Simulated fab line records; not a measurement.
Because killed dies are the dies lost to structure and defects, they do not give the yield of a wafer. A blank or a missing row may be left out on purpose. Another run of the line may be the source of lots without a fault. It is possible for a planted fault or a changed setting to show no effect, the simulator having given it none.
fab line records || flow n5Finfet
record: {"lots": 7, "wafers": 39}
route steps=1938 shown DUMMY_GATE@237 SD_EPI_N@281 SD_EPI_P@312
startH: start of the lot's first displayed wafer, in hours after the record's first day || waitH: hours from the lot's prior step to this one || " as in the row above || L1.1+2: a single row standing in for several wafers || - no value present, or no start provided || * or withheld: withheld || < > ~ a bound
route shown NAME@n: names a module that has steps shown in the file, with the first one's number in the route || usual: mean/standard deviation of fault-free wafers || same: alike in all rows || chamber/n: place in a boat || sites: the reading at each site || _std_site: standard deviation of those values || _edge_site: the outer-site mean with the inner-site mean subtracted || radiusMm: for every site, how far away it sits from the centre of the wafer || mask NAME#n: copy n || behind: the most recent tool/chamber to have shaped the wafer || hold: reason for holding the lot/hours on hold/outcome of the hold || device: the transistor (n, p or np) that didn't switch || end of line: tests of these same wafers at the route's end || a step given without rows: its recipe and nothing more || killed: dies lost to structure and defects at the first sort, not the wafer's yield || map: per-die view of a wafer (x killed, . not killed, _ where there is no die)
set.NAME: the setting as run; set.NAME@STEP: as run at that earlier step || model.NAME: the simulator's own value behind a step, which no gauge read
lots with deliberately changed settings; one table per step, one row per wafer
== steps ==
step: N5_DUMMY_GATE_ETCH_37
recipe: {"chemistry": "N2/H2", "target": "SOC", "targetDepthA": 600, "overetchA": 300, "tempC": 40, "ionEnergyEv": 200, "pressureMtorr": 30, "sourceW": 840, "biasW": 150, "n2FlowSccm": 200, "h2FlowSccm": 200}
usual: {"rfVppV": "524.3/2.9"}
{"lot.wafer": "L078.1", "tool": "rieDiel-01", "chamber": 0, "startH": 76.70, "waitH": 0.0, "set.sourceW": 840, "rfVppV": 526.4}
{"lot.wafer": "L078.2", "tool": "rieDiel-01", "chamber": 1, "startH": 76.70, "waitH": 0.0, "set.sourceW": 840, "rfVppV": 528.8}
{"lot.wafer": "L078.3", "tool": "rieDiel-01", "chamber": 2, "startH": 76.70, "waitH": 0.0, "set.sourceW": 785.8, "rfVppV": 532.2}
{"lot.wafer": "L078.4", "tool": "rieDiel-01", "chamber": 3, "startH": 76.70, "waitH": 0.0, "set.sourceW": 785.8, "rfVppV": 537.8}
{"lot.wafer": "L078.5", "tool": "rieDiel-01", "chamber": 2, "startH": 76.70, "waitH": 0.0, "set.sourceW": 840, "rfVppV": 521.4}
{"lot.wafer": "L078.6", "tool": "rieDiel-01", "chamber": 3, "startH": 76.70, "waitH": 0.0, "set.sourceW": 785.8, "rfVppV": 539.7}
{"lot.wafer": "L079.1", "tool": "rieDiel-01", "chamber": 1, "startH": 80.63, "waitH": 0.0, "set.sourceW": 840, "rfVppV": 526.5}
{"lot.wafer": "L079.2", "tool": "rieDiel-01", "chamber": 3, "startH": 80.63, "waitH": 0.0, "set.sourceW": 915.5, "rfVppV": 511.3}
{"lot.wafer": "L079.3", "tool": "rieDiel-01", "chamber": 0, "startH": 80.63, "waitH": 0.0, "set.sourceW": 915.5, "rfVppV": 513.6}
{"lot.wafer": "L079.4", "tool": "rieDiel-01", "chamber": 2, "startH": 80.63, "waitH": 0.0, "set.sourceW": 915.5, "rfVppV": 505.7}
{"lot.wafer": "L079.5", "tool": "rieDiel-01", "chamber": 3, "startH": 80.63, "waitH": 0.0, "set.sourceW": 840, "rfVppV": 527.3}
{"lot.wafer": "L079.6", "tool": "rieDiel-01", "chamber": 2, "startH": 80.63, "waitH": 0.0, "set.sourceW": 840, "rfVppV": 521.4}
{"lot.wafer": "L083.1", "tool": "rieDiel-01", "chamber": 3, "startH": 103.73, "waitH": 0.0, "set.sourceW": 742.5, "rfVppV": 548.5}
{"lot.wafer": "L083.2", "tool": "rieDiel-01", "chamber": 1, "startH": 103.73, "waitH": 0.0, "set.sourceW": 840, "rfVppV": 527.1}
{"lot.wafer": "L083.3", "tool": "rieDiel-01", "chamber": 2, "startH": 103.73, "waitH": 0.0, "set.sourceW": 840, "rfVppV": 519.8}
{"lot.wafer": "L083.4", "tool": "rieDiel-01", "chamber": 0, "startH": 103.73, "waitH": 0.0, "set.sourceW": 840, "rfVppV": 527.4}
{"lot.wafer": "L083.5", "tool": "rieDiel-01", "chamber": 1, "startH": 103.73, "waitH": 0.0, "set.sourceW": 742.5, "rfVppV": 549.8}
{"lot.wafer": "L083.6", "tool": "rieDiel-01", "chamber": 2, "startH": 103.73, "waitH": 0.0, "set.sourceW": 742.5, "rfVppV": 542.7}
{"lot.wafer": "L086.4", "tool": "rieDiel-05", "chamber": 3, "startH": 125.42, "waitH": 0.0, "set.sourceW": 840, "rfVppV": 525.7}
{"lot.wafer": "L086.5", "tool": "rieDiel-05", "chamber": 0, "startH": 125.42, "waitH": 0.0, "set.sourceW": 840, "rfVppV": 520.8}
{"lot.wafer": "L086.6", "tool": "rieDiel-05", "chamber": 3, "startH": 125.42, "waitH": 0.0, "set.sourceW": 840, "rfVppV": 527.0}
{"lot.wafer": "L087.1", "tool": "rieDiel-06", "chamber": 2, "startH": 130.42, "waitH": 0.0, "set.sourceW": 902.8, "rfVppV": 510.8}
{"lot.wafer": "L087.2", "tool": "rieDiel-06", "chamber": 3, "startH": 130.42, "waitH": 0.0, "set.sourceW": 902.8, "rfVppV": 513.9}
{"lot.wafer": "L087.3", "tool": "rieDiel-06", "chamber": 0, "startH": 130.42, "waitH": 0.0, "set.sourceW": 840, "rfVppV": 519.0}
{"lot.wafer": "L087.4", "tool": "rieDiel-06", "chamber": 1, "startH": 130.42, "waitH": 0.0, "set.sourceW": 902.8, "rfVppV": 512.8}
{"lot.wafer": "L087.5", "tool": "rieDiel-06", "chamber": 2, "startH": 130.42, "waitH": 0.0, "set.sourceW": 840, "rfVppV": 523.3}
{"lot.wafer": "L087.6", "tool": "rieDiel-06", "chamber": 3, "startH": 130.42, "waitH": 0.0, "set.sourceW": 840, "rfVppV": 524.5}
{"lot.wafer": "L090.1", "tool": "rieDiel-01", "chamber": 2, "startH": 148.92, "waitH": 0.0, "set.sourceW": 840, "rfVppV": 519.9}
{"lot.wafer": "L090.2", "tool": "rieDiel-01", "chamber": 1, "startH": 148.92, "waitH": 0.0, "set.sourceW": 840, "rfVppV": 526.6}
{"lot.wafer": "L090.3", "tool": "rieDiel-01", "chamber": 0, "startH": 148.92, "waitH": 0.0, "set.sourceW": 740.9, "rfVppV": 550.6}
{"lot.wafer": "L090.4", "tool": "rieDiel-01", "chamber": 0, "startH": 148.92, "waitH": 0.0, "set.sourceW": 740.9, "rfVppV": 549.8}
{"lot.wafer": "L090.5", "tool": "rieDiel-01", "chamber": 2, "startH": 148.92, "waitH": 0.0, "set.sourceW": 840, "rfVppV": 520.0}
{"lot.wafer": "L090.6", "tool": "rieDiel-01", "chamber": 1, "startH": 148.92, "waitH": 0.0, "set.sourceW": 740.9, "rfVppV": 549.7}
{"lot.wafer": "L094.1", "tool": "rieDiel-01", "chamber": 3, "startH": 165.43, "waitH": 0.0, "set.sourceW": 956.8, "rfVppV": 505.5}
{"lot.wafer": "L094.2", "tool": "rieDiel-01", "chamber": 1, "startH": 165.43, "waitH": 0.0, "set.sourceW": 956.8, "rfVppV": 505.4}
{"lot.wafer": "L094.3", "tool": "rieDiel-01", "chamber": 0, "startH": 165.43, "waitH": 0.0, "set.sourceW": 840, "rfVppV": 527.3}
{"lot.wafer": "L094.4", "tool": "rieDiel-01", "chamber": 2, "startH": 165.43, "waitH": 0.0, "set.sourceW": 840, "rfVppV": 519.8}
{"lot.wafer": "L094.5", "tool": "rieDiel-01", "chamber": 3, "startH": 165.43, "waitH": 0.0, "set.sourceW": 956.8, "rfVppV": 503.3}
{"lot.wafer": "L094.6", "tool": "rieDiel-01", "chamber": 2, "startH": 165.43, "waitH": 0.0, "set.sourceW": 840, "rfVppV": 519.7}
step: N5_SD_EPI_N_SD_RECESS_17
recipe: {"chemistry": "HBr/Cl2/O2", "targetDepthA": 410, "maskMaterial": "SOC", "timeS": 23.7, "btTimeS": 3, "pressureMtorr": 10, "icpW": 800, "biasW": 112, "HBr_flow_sccm": 150, "Cl2_flow_sccm": 80, "O2_flow_sccm": 12}
{"lot.wafer": "L078.1", "tool": "rieSi-06", "chamber": 2, "startH": 79.36, "waitH": 0.0, "set.timeS": 21.67, "model.SD_EPI_N.featureDepthNm": 37.6, "model.etch.depthNm": 37.58}
{"lot.wafer": "L078.2", "tool": "rieSi-06", "chamber": 1, "startH": 79.36, "waitH": 0.0, "set.timeS": 23.7, "model.SD_EPI_N.featureDepthNm": 40.8, "model.etch.depthNm": 40.73}
{"lot.wafer": "L078.3", "tool": "rieSi-06", "chamber": 0, "startH": 79.36, "waitH": 0.0, "set.timeS": 23.7, "model.SD_EPI_N.featureDepthNm": 41, "model.etch.depthNm": 40.91}
{"lot.wafer": "L078.4", "tool": "rieSi-06", "chamber": 3, "startH": 79.36, "waitH": 0.0, "set.timeS": 21.67, "model.SD_EPI_N.featureDepthNm": 37.2, "model.etch.depthNm": 37.24}
{"lot.wafer": "L078.5", "tool": "rieSi-06", "chamber": 0, "startH": 79.36, "waitH": 0.0, "set.timeS": 23.7, "model.SD_EPI_N.featureDepthNm": 40.8, "model.etch.depthNm": 40.74}
{"lot.wafer": "L078.6", "tool": "rieSi-06", "chamber": 1, "startH": 79.36, "waitH": 0.0, "set.timeS": 21.67, "model.SD_EPI_N.featureDepthNm": 37.2, "model.etch.depthNm": 37.14}
{"lot.wafer": "L079.1", "tool": "rieSi-03", "chamber": 0, "startH": 83.58, "waitH": 0.0, "set.timeS": 23.7, "model.SD_EPI_N.featureDepthNm": 41, "model.etch.depthNm": 41.04}
{"lot.wafer": "L079.2", "tool": "rieSi-03", "chamber": 1, "startH": 83.58, "waitH": 0.0, "set.timeS": 25.96, "model.SD_EPI_N.featureDepthNm": 45, "model.etch.depthNm": 45.08}
{"lot.wafer": "L079.3", "tool": "rieSi-03", "chamber": 2, "startH": 83.58, "waitH": 0.0, "set.timeS": 23.7, "model.SD_EPI_N.featureDepthNm": 41.6, "model.etch.depthNm": 41.65}
{"lot.wafer": "L079.4", "tool": "rieSi-03", "chamber": 3, "startH": 83.58, "waitH": 0.0, "set.timeS": 25.96, "model.SD_EPI_N.featureDepthNm": 46.6, "model.etch.depthNm": 46.62}
{"lot.wafer": "L079.5", "tool": "rieSi-03", "chamber": 3, "startH": 83.58, "waitH": 0.0, "set.timeS": 23.7, "model.SD_EPI_N.featureDepthNm": 42.6, "model.etch.depthNm": 42.65}
{"lot.wafer": "L079.6", "tool": "rieSi-03", "chamber": 2, "startH": 83.58, "waitH": 0.0, "set.timeS": 25.96, "model.SD_EPI_N.featureDepthNm": 45.6, "model.etch.depthNm": 45.7}
{"lot.wafer": "L083.1", "tool": "rieSi-02", "chamber": 3, "startH": 107.77, "waitH": 0.0, "set.timeS": 22.53, "model.SD_EPI_N.featureDepthNm": 37.4, "model.etch.depthNm": 37.43}
{"lot.wafer": "L083.2+6", "tool": "rieSi-02", "chamber": 2, "startH": 107.77, "waitH": 0.0, "set.timeS": 22.53, "model.SD_EPI_N.featureDepthNm": 39.2, "model.etch.depthNm": 39.13}
{"lot.wafer": "L083.3", "tool": "rieSi-02", "chamber": 1, "startH": 107.77, "waitH": 0.0, "set.timeS": 23.7, "model.SD_EPI_N.featureDepthNm": 39.6, "model.etch.depthNm": 39.65}
{"lot.wafer": "L083.4", "tool": "rieSi-02", "chamber": 0, "startH": 107.77, "waitH": 0.0, "set.timeS": 23.7, "model.SD_EPI_N.featureDepthNm": 40.6, "model.etch.depthNm": 40.7}
{"lot.wafer": "L083.5", "tool": "rieSi-02", "chamber": 3, "startH": 107.77, "waitH": 0.0, "set.timeS": 23.7, "model.SD_EPI_N.featureDepthNm": 39.4, "model.etch.depthNm": 39.47}
{"lot.wafer": "L086.4", "tool": "rieSi-02", "chamber": 1, "startH": 129.10, "waitH": 0.0, "set.timeS": 23.7, "model.SD_EPI_N.featureDepthNm": 39.6, "model.etch.depthNm": 39.66}
{"lot.wafer": "L086.5", "tool": "rieSi-02", "chamber": 1, "startH": 129.10, "waitH": 0.0, "set.timeS": 23.7, "model.SD_EPI_N.featureDepthNm": 39.4, "model.etch.depthNm": 39.44}
{"lot.wafer": "L086.6", "tool": "rieSi-02", "chamber": 0, "startH": 129.10, "waitH": 0.0, "set.timeS": 23.7, "model.SD_EPI_N.featureDepthNm": 40.8, "model.etch.depthNm": 40.74}
{"lot.wafer": "L087.1", "tool": "rieSi-02", "chamber": 2, "startH": 133.36, "waitH": 0.0, "set.timeS": 22.23, "model.SD_EPI_N.featureDepthNm": 38.4, "model.etch.depthNm": 38.47}
{"lot.wafer": "L087.2", "tool": "rieSi-02", "chamber": 1, "startH": 133.36, "waitH": 0.0, "set.timeS": 23.7, "model.SD_EPI_N.featureDepthNm": 40, "model.etch.depthNm": 39.99}
{"lot.wafer": "L087.3", "tool": "rieSi-02", "chamber": 0, "startH": 133.36, "waitH": 0.0, "set.timeS": 23.7, "model.SD_EPI_N.featureDepthNm": 40.8, "model.etch.depthNm": 40.79}
{"lot.wafer": "L087.4", "tool": "rieSi-02", "chamber": 3, "startH": 133.36, "waitH": 0.0, "set.timeS": 22.23, "model.SD_EPI_N.featureDepthNm": 37.4, "model.etch.depthNm": 37.43}
{"lot.wafer": "L087.5", "tool": "rieSi-02", "chamber": 0, "startH": 133.36, "waitH": 0.0, "set.timeS": 23.7, "model.SD_EPI_N.featureDepthNm": 40.6, "model.etch.depthNm": 40.69}
{"lot.wafer": "L087.6", "tool": "rieSi-02", "chamber": 3, "startH": 133.36, "waitH": 0.0, "set.timeS": 22.23, "model.SD_EPI_N.featureDepthNm": 37.4, "model.etch.depthNm": 37.42}
{"lot.wafer": "L090.1", "tool": "rieSi-03", "chamber": 3, "startH": 151.81, "waitH": 0.0, "set.timeS": 23.7, "model.SD_EPI_N.featureDepthNm": 42.4, "model.etch.depthNm": 42.45}
{"lot.wafer": "L090.2", "tool": "rieSi-03", "chamber": 2, "startH": 151.81, "waitH": 0.0, "set.timeS": 23.7, "model.SD_EPI_N.featureDepthNm": 41, "model.etch.depthNm": 41}
{"lot.wafer": "L090.3", "tool": "rieSi-03", "chamber": 0, "startH": 151.81, "waitH": 0.0, "set.timeS": 23.7, "model.SD_EPI_N.featureDepthNm": 41.4, "model.etch.depthNm": 41.32}
{"lot.wafer": "L090.4", "tool": "rieSi-03", "chamber": 1, "startH": 151.81, "waitH": 0.0, "set.timeS": 23.7, "model.SD_EPI_N.featureDepthNm": 40.6, "model.etch.depthNm": 40.63}
{"lot.wafer": "L090.5", "tool": "rieSi-03", "chamber": 0, "startH": 151.81, "waitH": 0.0, "set.timeS": 23.7, "model.SD_EPI_N.featureDepthNm": 41.2, "model.etch.depthNm": 41.11}
{"lot.wafer": "L090.6", "tool": "rieSi-03", "chamber": 1, "startH": 151.81, "waitH": 0.0, "set.timeS": 23.7, "model.SD_EPI_N.featureDepthNm": 40.8, "model.etch.depthNm": 40.8}
{"lot.wafer": "L094.1", "tool": "rieSi-03", "chamber": 0, "startH": 168.62, "waitH": 0.0, "set.timeS": 23.7, "model.SD_EPI_N.featureDepthNm": 41.2, "model.etch.depthNm": 41.21}
{"lot.wafer": "L094.2", "tool": "rieSi-03", "chamber": 1, "startH": 168.62, "waitH": 0.0, "set.timeS": 23.7, "model.SD_EPI_N.featureDepthNm": 40.6, "model.etch.depthNm": 40.55}
{"lot.wafer": "L094.3", "tool": "rieSi-03", "chamber": 3, "startH": 168.62, "waitH": 0.0, "set.timeS": 22.79, "model.SD_EPI_N.featureDepthNm": 40.8, "model.etch.depthNm": 40.89}
{"lot.wafer": "L094.4", "tool": "rieSi-03", "chamber": 2, "startH": 168.62, "waitH": 0.0, "set.timeS": 23.7, "model.SD_EPI_N.featureDepthNm": 41.2, "model.etch.depthNm": 41.14}
{"lot.wafer": "L094.5", "tool": "rieSi-03", "chamber": 1, "startH": 168.62, "waitH": 0.0, "set.timeS": 22.79, "model.SD_EPI_N.featureDepthNm": 39, "model.etch.depthNm": 38.95}
{"lot.wafer": "L094.6", "tool": "rieSi-03", "chamber": 2, "startH": 168.62, "waitH": 0.0, "set.timeS": 22.79, "model.SD_EPI_N.featureDepthNm": 39.6, "model.etch.depthNm": 39.64}
step: N5_SD_EPI_P_ETCH_16
recipe: {"chemistry": "CHF3/O2", "target": "SiO2", "targetDepthA": 50, "maskMaterial": "SOC", "pressureMtorr": 30, "sourceW": 650, "biasW": 170, "Ar_flow_sccm": 200, "CHF3_flow_sccm": 50, "O2_flow_sccm": 5, "ionEnergyEv": 200}
{"lot.wafer": "L078.1", "tool": "rieDiel-05", "chamber": 0, "startH": 83.86, "waitH": 0.1, "set.targetDepthA": 50, "model.etch.depthNm": 5}
{"lot.wafer": "L078.2", "tool": "rieDiel-05", "chamber": 1, "startH": 83.86, "waitH": 0.1, "set.targetDepthA": 50, "model.etch.depthNm": 4.925}
{"lot.wafer": "L078.3", "tool": "rieDiel-05", "chamber": 2, "startH": 83.86, "waitH": 0.1, "set.targetDepthA": 50, "model.etch.depthNm": 5.02}
{"lot.wafer": "L078.4", "tool": "rieDiel-05", "chamber": 3, "startH": 83.86, "waitH": 0.1, "set.targetDepthA": 50, "model.etch.depthNm": 4.934}
{"lot.wafer": "L078.5", "tool": "rieDiel-05", "chamber": 1, "startH": 83.86, "waitH": 0.1, "set.targetDepthA": 50, "model.etch.depthNm": 4.913}
{"lot.wafer": "L078.6", "tool": "rieDiel-05", "chamber": 0, "startH": 83.86, "waitH": 0.1, "set.targetDepthA": 50, "model.etch.depthNm": 5.014}
{"lot.wafer": "L079.1", "tool": "rieDiel-01", "chamber": 1, "startH": 88.00, "waitH": 0.1, "set.targetDepthA": 50, "model.etch.depthNm": 5.179}
{"lot.wafer": "L079.2", "tool": "rieDiel-01", "chamber": 2, "startH": 88.00, "waitH": 0.1, "set.targetDepthA": 50, "model.etch.depthNm": 5.035}
{"lot.wafer": "L079.3", "tool": "rieDiel-01", "chamber": 0, "startH": 88.00, "waitH": 0.1, "set.targetDepthA": 54.09, "model.etch.depthNm": 5.521}
{"lot.wafer": "L079.4", "tool": "rieDiel-01", "chamber": 3, "startH": 88.00, "waitH": 0.1, "set.targetDepthA": 54.09, "model.etch.depthNm": 5.327}
{"lot.wafer": "L079.5", "tool": "rieDiel-01", "chamber": 3, "startH": 88.00, "waitH": 0.1, "set.targetDepthA": 54.09, "model.etch.depthNm": 5.347}
{"lot.wafer": "L079.6", "tool": "rieDiel-01", "chamber": 2, "startH": 88.00, "waitH": 0.1, "set.targetDepthA": 50, "model.etch.depthNm": 4.98}
{"lot.wafer": "L083.1", "tool": "rieDiel-01", "chamber": 0, "startH": 112.78, "waitH": 0.1, "set.targetDepthA": 46.6, "model.etch.depthNm": 4.693}
{"lot.wafer": "L083.2", "tool": "rieDiel-01", "chamber": 3, "startH": 112.78, "waitH": 0.1, "set.targetDepthA": 46.6, "model.etch.depthNm": 4.519}
{"lot.wafer": "L083.3", "tool": "rieDiel-01", "chamber": 1, "startH": 112.78, "waitH": 0.1, "set.targetDepthA": 50, "model.etch.depthNm": 5.143}
{"lot.wafer": "L083.4", "tool": "rieDiel-01", "chamber": 2, "startH": 112.78, "waitH": 0.1, "set.targetDepthA": 46.6, "model.etch.depthNm": 4.624}
{"lot.wafer": "L083.5", "tool": "rieDiel-01", "chamber": 2, "startH": 112.78, "waitH": 0.1, "set.targetDepthA": 50, "model.etch.depthNm": 4.991}
{"lot.wafer": "L083.6", "tool": "rieDiel-01", "chamber": 3, "startH": 112.78, "waitH": 0.1, "set.targetDepthA": 50, "model.etch.depthNm": 4.888}
{"lot.wafer": "L086.4", "tool": "rieDiel-01", "chamber": 2, "startH": 135.20, "waitH": 0.1, "set.targetDepthA": 50, "model.etch.depthNm": 4.953}
{"lot.wafer": "L086.5", "tool": "rieDiel-01", "chamber": 2, "startH": 135.20, "waitH": 0.1, "set.targetDepthA": 50, "model.etch.depthNm": 4.955}
{"lot.wafer": "L086.6", "tool": "rieDiel-01", "chamber": 1, "startH": 135.20, "waitH": 0.1, "set.targetDepthA": 50, "model.etch.depthNm": 5.182}
{"lot.wafer": "L087.1", "tool": "rieDiel-01", "chamber": 0, "startH": 138.05, "waitH": 0.1, "set.targetDepthA": 44.51, "model.etch.depthNm": 4.49}
{"lot.wafer": "L087.2", "tool": "rieDiel-01", "chamber": 1, "startH": 138.05, "waitH": 0.1, "set.targetDepthA": 44.51, "model.etch.depthNm": 4.599}
{"lot.wafer": "L087.3", "tool": "rieDiel-01", "chamber": 3, "startH": 138.05, "waitH": 0.1, "set.targetDepthA": 50, "model.etch.depthNm": 4.924}
{"lot.wafer": "L087.4", "tool": "rieDiel-01", "chamber": 2, "startH": 138.05, "waitH": 0.1, "set.targetDepthA": 50, "model.etch.depthNm": 4.942}
{"lot.wafer": "L087.5", "tool": "rieDiel-01", "chamber": 3, "startH": 138.05, "waitH": 0.1, "set.targetDepthA": 50, "model.etch.depthNm": 4.887}
{"lot.wafer": "L087.6", "tool": "rieDiel-01", "chamber": 0, "startH": 138.05, "waitH": 0.1, "set.targetDepthA": 44.51, "model.etch.depthNm": 4.446}
{"lot.wafer": "L090.1", "tool": "rieDiel-06", "chamber": 1, "startH": 156.22, "waitH": 0.1, "set.targetDepthA": 50, "model.etch.depthNm": 5.086}
{"lot.wafer": "L090.2", "tool": "rieDiel-06", "chamber": 2, "startH": 156.22, "waitH": 0.1, "set.targetDepthA": 50, "model.etch.depthNm": 4.892}
{"lot.wafer": "L090.3", "tool": "rieDiel-06", "chamber": 0, "startH": 156.22, "waitH": 0.1, "set.targetDepthA": 50, "model.etch.depthNm": 4.811}
{"lot.wafer": "L090.4", "tool": "rieDiel-06", "chamber": 3, "startH": 156.22, "waitH": 0.1, "set.targetDepthA": 50, "model.etch.depthNm": 4.994}
{"lot.wafer": "L090.5", "tool": "rieDiel-06", "chamber": 1, "startH": 156.22, "waitH": 0.1, "set.targetDepthA": 50, "model.etch.depthNm": 5.082}
{"lot.wafer": "L090.6", "tool": "rieDiel-06", "chamber": 2, "startH": 156.22, "waitH": 0.1, "set.targetDepthA": 50, "model.etch.depthNm": 4.87}
{"lot.wafer": "L094.1", "tool": "rieDiel-05", "chamber": 0, "startH": 172.88, "waitH": 0.1, "set.targetDepthA": 50, "model.etch.depthNm": 4.942}
{"lot.wafer": "L094.2", "tool": "rieDiel-05", "chamber": 1, "startH": 172.88, "waitH": 0.1, "set.targetDepthA": 45.71, "model.etch.depthNm": 4.485}
{"lot.wafer": "L094.3", "tool": "rieDiel-05", "chamber": 2, "startH": 172.88, "waitH": 0.1, "set.targetDepthA": 50, "model.etch.depthNm": 4.992}
{"lot.wafer": "L094.4", "tool": "rieDiel-05", "chamber": 3, "startH": 172.88, "waitH": 0.1, "set.targetDepthA": 50, "model.etch.depthNm": 4.878}
{"lot.wafer": "L094.5", "tool": "rieDiel-05", "chamber": 2, "startH": 172.88, "waitH": 0.1, "set.targetDepthA": 45.71, "model.etch.depthNm": 4.585}
{"lot.wafer": "L094.6", "tool": "rieDiel-05", "chamber": 1, "startH": 172.88, "waitH": 0.1, "set.targetDepthA": 45.71, "model.etch.depthNm": 4.49}
== key ==
split: {"step": "N5_DUMMY_GATE_ETCH_37", "setting": "sourceW", "stated": 840, "by": "wafer"}
response: {"step": "N5_DUMMY_GATE_ETCH_37", "reading": "rfVppV", "change": -1.72, "per": "1%", "r": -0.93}
split: {"step": "N5_SD_EPI_N_SD_RECESS_17", "setting": "timeS", "stated": 23.7, "by": "wafer"}
response: {"step": "N5_SD_EPI_N_SD_RECESS_17", "reading": "model.SD_EPI_N.featureDepthNm", "change": "+0.398", "per": "1%", "r": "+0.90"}
response: {"step": "N5_SD_EPI_N_SD_RECESS_17", "reading": "model.etch.depthNm", "change": "+0.397", "per": "1%", "r": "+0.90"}
split: {"step": "N5_SD_EPI_P_ETCH_16", "setting": "targetDepthA", "stated": 50, "by": "wafer"}
response: {"step": "N5_SD_EPI_P_ETCH_16", "reading": "model.etch.depthNm", "change": "+0.0438", "per": "1%", "r": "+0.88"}
